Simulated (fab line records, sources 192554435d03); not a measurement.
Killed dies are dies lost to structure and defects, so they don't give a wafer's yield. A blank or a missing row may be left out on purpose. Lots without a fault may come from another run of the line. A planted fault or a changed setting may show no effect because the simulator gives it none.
fab line records | flow n5_finfet
record lots=7 wafers=21
route steps=1938 shown BEOL_M6@1239 BEOL_M7@1329 BEOL_M8@1362 BEOL_M10@1509
start_h: hours from the record's first day to the start of the lot's first wafer shown | wait_h: hours since the lot's step before | " the same as in the row above | L1.1+2: a row that stands for several wafers | - no value, or no start given | * or withheld: withheld | < > ~ a bound
route shown NAME@n: a module of which the file shows steps, and the number in the route of the first | usual: mean/standard deviation of fault-free wafers | same: alike in all rows | chamber/n: place in a boat | sites: the reading at each site | _std_site: their standard deviation | _edge_site: outer sites' mean less inner sites' | radius_mm: how far each site lies from the wafer's centre | mask NAME#n: copy n | behind: the tool/chamber that last shaped the wafer | hold: why the lot was held/for how many hours/how that ended | device: the transistor (n, p or np) that didn't switch | end of line: the same wafers' tests at the end of the route | a step without rows: its recipe alone | killed: dies lost to structure and defects at the first sort, not the wafer's yield | map: a wafer's dies, x killed, . not, _ none there
set.NAME: the setting as run; set.NAME@STEP: as run at that earlier step | model.NAME: the simulator's own value behind a step, which no gauge read
lots whose settings were changed on purpose; a table a step, a row a wafer
## steps
# step N5_BEOL_M6_TRENCH_ETCH_37
# recipe chemistry=C4F6/O2 target_depth_a=944.35 target=SiCOH_lowk time_s=31.5 ion_energy_ev=250 pressure_mtorr=30 source_w=345 bias_w=185 Ar_flow_sccm=300 C4F6_flow_sccm=10 O2_flow_sccm=10
# columns lot.wafer tool chamber start_h wait_h set.time_s model.BEOL_M6.feature_depth_nm model.etch.depth_nm
L075.1 rie_diel-04 2 - - 37.91 113 113
L075.5 " 2 " " 37.91 113.4 113.4
L075.6 " 1 " " 37.91 112.2 112.3
L077.2 rie_diel-04 2 - - 31.5 95.4 95.44
L077.4 " 0 " " 31.5 94.8 94.9
L077.5 " 3 " " 34.06 103.4 103.5
L081.2 rie_diel-02 2 - - 31.5 93.6 93.56
L081.4 " 1 " " 31.5 95 95.09
L081.6 " 0 " " 31.5 94 94.09
L090.4 rie_diel-05 3 - - 31.5 91.4 91.48
L090.5 " 3 " " 31.5 92.2 92.19
L090.6 " 0 " " 31.5 92.8 92.78
L091.3 rie_diel-04 3 - - 31.5 94.4 94.35
L091.5 " 0 " " 31.5 92.4 92.43
L091.6 " 3 " " 36.31 109.2 109.2
L092.1 rie_diel-02 3 - - 24.68 72.4 72.33
L092.3 " 1 " " 31.5 96.4 96.32
L092.4 " 0 " " 31.5 92.8 92.89
L093.1 rie_diel-02 0 - - 34.32 101 101
L093.3 " 3 " " 34.32 101.6 101.5
L093.6 " 1 " " 31.5 96.6 96.59
# step N5_BEOL_M6_ETCH_41
# recipe chemistry=CH3F/O2 target=SiCN target_depth_a=297 taper_deg=2 time_s=52 ion_energy_ev=120 mask_material=TiN pressure_mtorr=30 source_w=395 bias_w=75 Ar_flow_sccm=150 CH3F_flow_sccm=30 O2_flow_sccm=20
# step N5_BEOL_M6_STRIP_80
# recipe chemistry=N2/H2 time_s=10 power_w=450 temp_c=40 pressure_mtorr=20 rf_frequency_hz=6e+07 bias_power_w=7 n2_flow_sccm=200 h2_flow_sccm=200
# step N5_BEOL_M6_OCD_MEAS_38
# usual trench_depth_nm=94.0/1.3
# columns lot.wafer tool chamber start_h wait_h set.time_s@BEOL_M6_TRENCH_ETCH_37 trench_depth_nm
L075.1 ocd-02 - 199.33 - 37.91 113.0
L075.5 " - " " 37.91 112.9
L075.6 " - " " 37.91 111.7
L077.2 ocd-01 - 201.58 - 31.5 95.6
L077.4 " - " " 31.5 94.6
L077.5 " - " " 34.06 103.5
L081.2 ocd-02 - 228.62 - 31.5 93.3
L081.4 " - " " 31.5 95.4
L081.6 " - " " 31.5 94.8
L090.4 ocd-01 - 282.03 - 31.5 91.9
L090.5 " - " " 31.5 92.1
L090.6 " - " " 31.5 92.8
L091.3 ocd-01 - 289.84 - 31.5 94.0
L091.5 " - " " 31.5 92.2
L091.6 " - " " 36.31 109.0
L092.1 ocd-02 - 301.41 - 24.68 72.5
L092.3 " - " " 31.5 96.1
L092.4 " - " " 31.5 92.8
L093.1 ocd-01 - 306.89 - 34.32 101.3
L093.3 " - " " 34.32 101.9
L093.6 " - " " 31.5 96.7
# step N5_BEOL_M6_HM_STRIP_39
# recipe chemistry=peroxide_tin_strip material=TiN target_depth_a=250 temp_c=50 time_s=158
# step N5_BEOL_M6_SRD_40
# recipe time_s=30 temp_c=23 rinse_liquid=diw dry=ipa_marangoni
# step N5_BEOL_M6_ECD_50
# recipe material=Cu target_thk_a=3000
# step N5_BEOL_M6_ANNEAL_51
# recipe temp_c=225 time_s=90 ambient=N2
# step N5_BEOL_M6_CMP_52
# recipe stop_on=SiCOH_lowk t_overpolish_s=6.9 down_force_psi=1 platen_rpm=50 clearing_platen_down_force_psi=1.5 clearing_platen_rpm=50 post_cmp_clean=cu_alkaline target_thk_nm=80 clearing_platen_pad_velocity_m_s=0.99484 pad_velocity_m_s=0.99484
# columns lot.wafer tool chamber start_h wait_h set.time_s@BEOL_M6_TRENCH_ETCH_37 model.Cu_of_BEOL_M6_ECD_50.thk_nm
L075.1 cmp-02 3 206.20 0.4 37.91 100.2
L075.5 " 0 " " 37.91 98.6
L075.6 " 1 " " 37.91 97.8
L077.2 cmp-02 2 206.63 0.2 31.5 80.2
L077.4 " 3 " " 31.5 81.2
L077.5 " 2 " " 34.06 87.4
L081.2 cmp-02 2 230.87 0.2 31.5 79.8
L081.4 " 1 " " 31.5 81.6
L081.6 " 3 " " 31.5 79.4
L090.4 cmp-01 2 284.41 0.2 31.5 75.8
L090.5 " 3 " " 31.5 77.4
L090.6 " 0 " " 31.5 76.6
L091.3 cmp-04 0 291.53 0.3 31.5 79.6
L091.5 " 1 " " 31.5 77.4
L091.6 " 2 " " 36.31 94.8
L092.3 cmp-04 2 305.14 0.2 31.5 82
L092.4 " 0 " " 31.5 77.4
L092.1 " 1 " " 24.68 58.6
L093.3 cmp-02 2 309.15 0.2 34.32 87.6
L093.1 " 3 " " 34.32 87.8
L093.6 " 1 " " 31.5 84
# step N5_BEOL_M6_THK_MEAS_53
# recipe thk_meas_gauge=xrf reads=Cu_of_BEOL_M6_ECD_50
# usual M6_THK=81.0/1.9
# columns lot.wafer tool chamber start_h wait_h set.time_s@BEOL_M6_TRENCH_ETCH_37 M6_THK[nm]
L075.1 film_metro-01 - 206.38 - 37.91 101.7
L075.5 " - " " 37.91 100.0
L075.6 " - " " 37.91 100.0
L077.2 film_metro-01 - 206.92 - 31.5 81.4
L077.4 " - " " 31.5 82.8
L077.5 " - " " 34.06 89.3
L081.2 film_metro-01 - 231.17 - 31.5 81.3
L081.4 " - " " 31.5 82.7
L081.6 " - " " 31.5 80.6
L090.4 film_metro-02 - 284.59 - 31.5 77.1
L090.5 " - " " 31.5 79.1
L090.6 " - " " 31.5 77.7
L091.3 film_metro-01 - 291.72 - 31.5 80.4
L091.5 " - " " 31.5 78.3
L091.6 " - " " 36.31 95.6
L092.1 film_metro-01 - 305.43 - 24.68 59.0
L092.3 " - " " 31.5 82.9
L092.4 " - " " 31.5 78.2
L093.1 film_metro-02 - 309.40 - 34.32 89.2
L093.3 " - " " 34.32 88.8
L093.6 " - " " 31.5 85.7
# step N5_BEOL_M6_PRE_CLEAN_55
# recipe gas=NH3 time_s=15 temp_c=withheld rf_power_w=300
# step N5_BEOL_M6_DEP_56
# recipe material=SiCN target_thk_a=100 temp_c=withheld precursor=3MS/NH3 pressure_torr=3 rf_w=202 time_s=17.5
# step N5_BEOL_M6_RS_MEAS_57
# recipe thk_meas_gauge=four-point-probe reads=Cu_of_BEOL_M6_ECD_50+Co_of_BEOL_M6_CVD_78+TaN_of_BEOL_M6_ALD_77
# usual M6_RS=0.287/0.0074
# columns lot.wafer tool chamber start_h wait_h set.time_s@BEOL_M6_TRENCH_ETCH_37 M6_RS[ohm/sq]
L075.1 film_metro-02 - 206.51 0.1 37.91 0.221
L075.5 " - " " 37.91 0.224
L075.6 " - " " 37.91 0.226
L077.2 film_metro-02 - 207.05 0.1 31.5 0.285
L077.4 " - " " 31.5 0.281
L077.5 " - " " 34.06 0.257
L081.2 film_metro-02 - 231.30 0.1 31.5 0.288
L081.4 " - " " 31.5 0.279
L081.6 " - " " 31.5 0.288
L090.4 film_metro-02 - 284.72 0.0 31.5 0.305
L090.5 " - " " 31.5 0.298
L090.6 " - " " 31.5 0.302
L091.3 film_metro-01 - 291.85 0.1 31.5 0.288
L091.5 " - " " 31.5 0.297
L091.6 " - " " 36.31 0.234
L092.1 film_metro-01 - 305.56 0.1 24.68 0.416
L092.3 " - " " 31.5 0.278
L092.4 " - " " 31.5 0.297
L093.1 film_metro-01 - 309.53 0.1 34.32 0.257
L093.3 " - " " 34.32 0.257
L093.6 " - " " 31.5 0.269
# step N5_BEOL_M7_DEP_56
# recipe material=SiCN target_thk_a=100 temp_c=withheld precursor=3MS/NH3 pressure_torr=3 rf_w=202 time_s=17.5
# columns lot.wafer tool chamber start_h wait_h set.time_s model.SiCN_of_BEOL_M7_DEP_56.thk_nm
L075.1 pecvd-01 1 215.02 0.0 17.5 9.8
L075.5 " 0 " " 17.5 10.2
L075.6 " 2 " " 17.5 10
L077.2+5 pecvd-03 1 215.85 0.0 17.5 10
L077.4 " 0 " " 16.54 9.6
L081.2+4+6 pecvd-03 1,0,0 240.19 0.0 17.5 9.8
L090.4 pecvd-03 2 295.32 0.0 17.5 10
L090.5+6 " 2,1 " " 14.89 8.8
L091.3 pecvd-01 1 300.25 0.0 19.02 10.6
L091.5+6 " 2,1 " " 19.02 10.8
L092.1+4 pecvd-02 1,2 312.78 0.0 16.78 9.8
L092.3 " 2 " " 16.78 9.6
L093.1 pecvd-02 2 316.62 0.0 17.5 10
L093.3 " 1 " " 19.61 11.2
L093.6 " 0 " " 17.5 10.2
# step N5_BEOL_M8_EXPOSE_25
# recipe mask_id=V7 na=0.33 source_shape=annular sigma_inner=0.4 sigma_outer=0.8 polarization=unpolarized target_cd_nm=40 dose_mj=42.5
# columns lot.wafer tool chamber start_h wait_h mask set.dose_mj
L077.2+5 euv_scanner-02 0 219.08 - V7#0 40.63
L077.4 " 0 " " V7#0 42.5
L075.1 euv_scanner-01 0 219.25 - V7#0 39.81
L075.5+6 " 0 " " V7#0 42.5
L081.2+4+6 euv_scanner-02 0 244.21 - V7#0 42.5
L090.4+6 euv_scanner-02 0 299.81 - V7#0 43.61
L090.5 " 0 " " V7#0 42.5
L091.3+5+6 euv_scanner-01 0 303.59 - V7#0 42.5
L092.1+4 euv_scanner-02 0 315.56 - V7#0 45.09
L092.3 " 0 " " V7#0 42.5
L093.1 euv_scanner-01 0 319.85 - V7#0 41.23
L093.3+6 " 0 " " V7#0 42.5
# step N5_BEOL_M8_PEB_26
# recipe peb_temp_c=100 peb_time_s=60 resist=CAR-EUV
# step N5_BEOL_M8_DEVELOP_27
# recipe develop_time_s=30 developer=TMAH resist=CAR-EUV rinse_liquid=surfactant_rinse dry=air_spin dev_temp_c=23
# step N5_BEOL_M8_CD_MEAS_28
# recipe target_cd_nm=40 landing_energy_ev=500 detector=se_inlens
# usual cd_nm=40.00/0.25
# columns lot.wafer tool chamber start_h wait_h set.dose_mj@BEOL_M8_EXPOSE_25 cd_nm
L077.2 cd_sem-01 0 219.20 - 40.63 38.89
L077.4 " 0 " " 42.5 40.11
L077.5 " 0 " " 40.63 39.13
L075.1 cd_sem-03 0 219.38 - 39.81 38.80
L075.5 " 0 " " 42.5 40.24
L075.6 " 0 " " 42.5 40.18
L081.2 cd_sem-02 0 244.34 - 42.5 40.32
L081.4 " 0 " " 42.5 40.45
L081.6 " 0 " " 42.5 40.30
L090.4 cd_sem-02 0 299.92 - 43.61 40.54
L090.5 " 0 " " 42.5 39.89
L090.6 " 0 " " 43.61 40.71
L091.3 cd_sem-01 0 303.71 - 42.5 39.92
L091.5 " 0 " " 42.5 39.93
L091.6 " 0 " " 42.5 39.87
L092.1 cd_sem-01 0 315.69 - 45.09 41.15
L092.3 " 0 " " 42.5 39.55
L092.4 " 0 " " 45.09 41.18
L093.1 cd_sem-02 0 319.98 - 41.23 39.03
L093.3 " 0 " " 42.5 39.95
L093.6 " 0 " " 42.5 39.73
# step N5_BEOL_M8_DESCUM_33
# recipe chemistry=O2 time_s=7 source_power_w=50 bias_power_w=20 pressure_mtorr=20 rf_frequency_hz=2.712e+07 temp_c=40 resist=CAR-EUV o2_flow_sccm=225
# columns lot.wafer tool chamber start_h wait_h set.time_s set.dose_mj@BEOL_M8_EXPOSE_25 model.BEOL_M8.cd_nm model.CAR-EUV_of_BEOL_M8_COAT_22.thk_nm
L077.2 rie_diel-02 1 219.32 0.0 7 40.63 39 26.2
L077.4 " 0 " " 8.494 42.5 40.2 25.4
L077.5 " 0 " " 8.494 40.63 39.2 25.4
L075.1 rie_diel-04 1 219.51 0.0 7 39.81 38.6 26.2
L075.5 " 0 " " 6.178 42.5 40 26.6
L075.6 " 1 " " 7 42.5 40.2 26.2
L081.2 rie_diel-02 0 244.68 0.3 7 42.5 40.2 26.2
L081.4 " 3 " " 7 42.5 40.2 26
L081.6 " 2 " " 7 42.5 40.4 26.4
L090.4 rie_diel-04 3 300.21 0.2 7 43.61 40.6 25.8
L090.5 " 0 " " 7.877 42.5 40.2 25.4
L090.6 " 3 " " 7 43.61 40.8 26
L091.3 rie_diel-05 0 304.07 0.3 7 42.5 40.2 26.2
L091.5 " 2 " " 7 42.5 40.2 26
L091.6 " 1 " " 7 42.5 40 26
L092.1 rie_diel-02 0 315.82 0.0 5.44 45.09 41.2 27
L092.3 " 2 " " 5.44 42.5 40 27
L092.4 " 0 " " 7 45.09 41.6 26.2
L093.1 rie_diel-04 3 320.40 0.3 7 41.23 39.2 26.2
L093.3 " 0 " " 7 42.5 39.8 26.2
L093.6 " 3 " " 6.011 42.5 39.8 26.6
# step N5_BEOL_M8_ETCH_72
# recipe chemistry=N2/H2 target=underlayer target_depth_a=65 mask_material=CAR-EUV time_s=5.2 ion_energy_ev=200 pressure_mtorr=30 source_w=840 bias_w=150 n2_flow_sccm=200 h2_flow_sccm=200 ends=cleared
# step N5_BEOL_M8_ETCH_65
# recipe chemistry=CF4 target=SiARC target_depth_a=156 mask_material=CAR-EUV time_s=26 ion_energy_ev=80 pressure_mtorr=40 source_w=545 bias_w=36 Ar_flow_sccm=100 cf4_flow_sccm=100 ends=cleared
# columns lot.wafer tool chamber start_h wait_h set.dose_mj@BEOL_M8_EXPOSE_25 model.BEOL_M8.cd_nm
L077.2 rie_diel-02 1 219.38 0.0 40.63 39
L077.4 " 0 " " 42.5 40.2
L077.5 " 0 " " 40.63 39.2
L075.1 rie_diel-04 1 219.56 0.0 39.81 38.8
L075.5 " 0 " " 42.5 40
L075.6 " 1 " " 42.5 40.2
L081.2 rie_diel-02 0 244.73 0.0 42.5 40.4
L081.4 " 3 " " 42.5 40.2
L081.6 " 2 " " 42.5 40.6
L090.4 rie_diel-04 3 300.26 0.0 43.61 40.6
L090.5 " 0 " " 42.5 40.2
L090.6 " 3 " " 43.61 40.8
L091.3+6 rie_diel-05 0,1 304.12 0.0 42.5 40.2
L091.5 " 2 " " 42.5 40
L092.1 rie_diel-02 0 315.87 0.0 45.09 41.2
L092.3 " 2 " " 42.5 40
L092.4 " 0 " " 45.09 41.6
L093.1 rie_diel-04 3 320.45 0.0 41.23 39.2
L093.3 " 0 " " 42.5 40
L093.6 " 3 " " 42.5 39.8
# step N5_BEOL_M8_ETCH_66
# recipe chemistry=N2/H2 target=SOC target_depth_a=800 overetch_a=160 mask_material=SiARC temp_c=40 time_s=120 ion_energy_ev=200 pressure_mtorr=30 source_w=840 bias_w=150 n2_flow_sccm=200 h2_flow_sccm=200
# columns lot.wafer tool chamber start_h wait_h set.dose_mj@BEOL_M8_EXPOSE_25 model.BEOL_M8.cd_nm
L077.2 rie_diel-02 1 219.40 0.0 40.63 39.2
L077.4 " 0 " " 42.5 40.4
L077.5 " 0 " " 40.63 39
L075.1 rie_diel-04 1 219.59 0.0 39.81 39
L075.5 " 0 " " 42.5 39.8
L075.6 " 1 " " 42.5 40.4
L081.2+4+6 rie_diel-02 0,3,2 244.76 0.0 42.5 40.4
L090.4 rie_diel-04 3 300.29 0.0 43.61 40.8
L090.5 " 0 " " 42.5 40
L090.6 " 3 " " 43.61 41
L091.3+6 rie_diel-05 0,1 304.15 0.0 42.5 40
L091.5 " 2 " " 42.5 40.2
L092.1 rie_diel-02 0 315.90 0.0 45.09 41.2
L092.3 " 2 " " 42.5 40.2
L092.4 " 0 " " 45.09 41.6
L093.1 rie_diel-04 3 320.48 0.0 41.23 39.6
L093.3 " 0 " " 42.5 39.8
L093.6 " 3 " " 42.5 40
# step N5_BEOL_M8_STRIP_69
# recipe chemistry=N2/H2 temp_c=40 n2_flow_sccm=200 h2_flow_sccm=200 rf_frequency_hz=6e+07
# step N5_BEOL_M8_STRIP_73
# recipe chemistry=N2/H2 temp_c=40 n2_flow_sccm=200 h2_flow_sccm=200 rf_frequency_hz=6e+07
# step N5_BEOL_M8_VIA_ETCH_34
# recipe chemistry=C4F6/O2 target=SiCOH_lowk target_depth_a=1255 mask_material=SOC taper_deg=4 time_s=50.5 ion_energy_ev=250 pressure_mtorr=30 source_w=345 bias_w=185 Ar_flow_sccm=300 C4F6_flow_sccm=10 O2_flow_sccm=10
# columns lot.wafer tool chamber start_h wait_h set.dose_mj@BEOL_M8_EXPOSE_25 model.BEOL_M8.cd_nm
L077.2 rie_diel-02 1 219.50 0.0 40.63 39.2
L077.4 " 0 " " 42.5 40.2
L077.5 " 0 " " 40.63 38.8
L075.1 rie_diel-04 1 219.69 0.0 39.81 39.2
L075.5 " 0 " " 42.5 39.8
L075.6 " 1 " " 42.5 40.4
L081.2+4+6 rie_diel-02 0,3,2 244.86 0.0 42.5 40.4
L090.4 rie_diel-04 3 300.39 0.0 43.61 40.8
L090.5 " 0 " " 42.5 40
L090.6 " 3 " " 43.61 41
L091.3 rie_diel-05 0 304.25 0.0 42.5 39.8
L091.5 " 2 " " 42.5 40.4
L091.6 " 1 " " 42.5 40.2
L092.1 rie_diel-02 0 316.00 0.0 45.09 41.2
L092.3 " 2 " " 42.5 40.2
L092.4 " 0 " " 45.09 41.6
L093.1 rie_diel-04 3 320.58 0.0 41.23 39.6
L093.3 " 0 " " 42.5 39.8
L093.6 " 3 " " 42.5 40.2
# step N5_BEOL_M10_VIA_ETCH_34
# recipe chemistry=C4F6/O2 target=SiCOH_lowk target_depth_a=1845 mask_material=SOC taper_deg=4 time_s=69.2 ion_energy_ev=250 pressure_mtorr=30 source_w=345 bias_w=185 Ar_flow_sccm=300 C4F6_flow_sccm=10 O2_flow_sccm=10
# columns lot.wafer tool chamber start_h wait_h set.time_s model.etch.depth_nm model.SOC_of_BEOL_M10_COAT_63.thk_nm
L077.2 rie_diel-04 0 236.51 0.0 69.2 185.1 91.8
L077.4 " 2 " " 69.2 185.7 91.4
L077.5 " 1 " " 69.2 184.9 92
L075.1 rie_diel-05 1 237.33 0.0 57.6 156.7 93.2
L075.5 " 3 " " 57.6 151.5 93.4
L075.6 " 0 " " 69.2 182.8 92
L081.2 rie_diel-02 0 264.70 0.0 69.2 182.8 93
L081.4 " 2 " " 69.2 184.5 92.4
L081.6 " 2 " " 69.2 183.2 92.6
L090.4 rie_diel-02 2 312.92 0.0 69.2 182.2 91.4
L090.5 " 0 " " 69.2 183.1 91.4
L090.6 " 1 " " 69.2 190.3 91.2
L091.3 rie_diel-04 1 321.58 0.0 69.2 181.8 92.4
L091.5 " 3 " " 69.2 184.8 92.6
L091.6 " 2 " " 69.2 185.4 92.6
L092.1 rie_diel-04 0 330.17 0.0 69.2 181.2 92.2
L092.3 " 1 " " 69.2 180.3 92.6
L092.4 " 3 " " 69.2 184.1 92.2
L093.1 rie_diel-05 1 335.45 0.0 82.19 225.9 90.4
L093.3 " 3 " " 82.19 223.4 90.6
L093.6 " 1 " " 69.2 189 92
# step N5_BEOL_M10_TRENCH_ETCH_37
# recipe chemistry=C4F6/O2 target_depth_a=1488.3 target=SiCOH_lowk time_s=48 ion_energy_ev=250 pressure_mtorr=30 source_w=345 bias_w=185 Ar_flow_sccm=300 C4F6_flow_sccm=10 O2_flow_sccm=10
# usual rf_vpp_V=661/12
# columns lot.wafer tool chamber start_h wait_h set.source_w rf_vpp_V
L077.2 rie_diel-04 0 - - 345 667
L077.4 " 2 " " 345 645
L077.5 " 1 " " 345 654
L075.1 rie_diel-05 1 - - 345 666
L075.5 " 3 " " 345 687
L075.6 " 0 " " 390.3 627
L081.2 rie_diel-02 0 - - 345 665
L081.4 " 2 " " 345 668
L081.6 " 2 " " 345 667
L090.4 rie_diel-02 2 - - 369 645
L090.5 " 0 " " 369 643
L090.6 " 1 " " 369 657
L091.3 rie_diel-04 1 - - 345 653
L091.5 " 3 " " 287.8 729
L091.6 " 2 " " 345 645
L092.1 rie_diel-04 0 - - 366.7 644
L092.3 " 1 " " 345 654
L092.4 " 3 " " 366.7 647
L093.1 rie_diel-05 1 - - 294.6 722
L093.3 " 3 " " 345 686
L093.6 " 1 " " 294.6 721
## key
split step=N5_BEOL_M6_TRENCH_ETCH_37 setting=time_s stated=31.5 by=wafer
response step=N5_BEOL_M6_TRENCH_ETCH_37 reading=model.BEOL_M6.feature_depth_nm change=+0.98 per=1% r=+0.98
response step=N5_BEOL_M6_TRENCH_ETCH_37 reading=model.etch.depth_nm change=+0.981 per=1% r=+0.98
response step=N5_BEOL_M6_OCD_MEAS_38 reading=trench_depth_nm change=+0.976 per=1% r=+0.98
response step=N5_BEOL_M6_CMP_52 reading=model.Cu_of_BEOL_M6_ECD_50.thk_nm change=+0.935 per=1% r=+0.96
response step=N5_BEOL_M6_THK_MEAS_53 reading=M6_THK change=+0.946 per=1% r=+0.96
response step=N5_BEOL_M6_RS_MEAS_57 reading=M6_RS change=-0.00471 per=1% r=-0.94
split step=N5_BEOL_M7_DEP_56 setting=time_s stated=17.5 by=wafer
response step=N5_BEOL_M7_DEP_56 reading=model.SiCN_of_BEOL_M7_DEP_56.thk_nm change=+0.0838 per=1% r=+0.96
split step=N5_BEOL_M8_EXPOSE_25 setting=dose_mj stated=42.5 by=wafer
response step=N5_BEOL_M8_CD_MEAS_28 reading=cd_nm change=+0.249 per=1% r=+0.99
response step=N5_BEOL_M8_DESCUM_33 reading=model.BEOL_M8.cd_nm change=+0.231 per=1% r=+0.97
response step=N5_BEOL_M8_ETCH_65 reading=model.BEOL_M8.cd_nm change=+0.223 per=1% r=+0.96
response step=N5_BEOL_M8_ETCH_66 reading=model.BEOL_M8.cd_nm change=+0.207 per=1% r=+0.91
response step=N5_BEOL_M8_VIA_ETCH_34 reading=model.BEOL_M8.cd_nm change=+0.194 per=1% r=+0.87
split step=N5_BEOL_M8_DESCUM_33 setting=time_s stated=7 by=wafer
response step=N5_BEOL_M8_DESCUM_33 reading=model.CAR-EUV_of_BEOL_M8_COAT_22.thk_nm change=-0.0356 per=1% r=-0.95
split step=N5_BEOL_M10_VIA_ETCH_34 setting=time_s stated=69.2 by=wafer
response step=N5_BEOL_M10_VIA_ETCH_34 reading=model.etch.depth_nm change=+1.81 per=1% r=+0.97
response step=N5_BEOL_M10_VIA_ETCH_34 reading=model.SOC_of_BEOL_M10_COAT_63.thk_nm change=-0.0789 per=1% r=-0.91
split step=N5_BEOL_M10_TRENCH_ETCH_37 setting=source_w stated=345 by=wafer
response step=N5_BEOL_M10_TRENCH_ETCH_37 reading=rf_vpp_V change=-3.64 per=1% r=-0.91
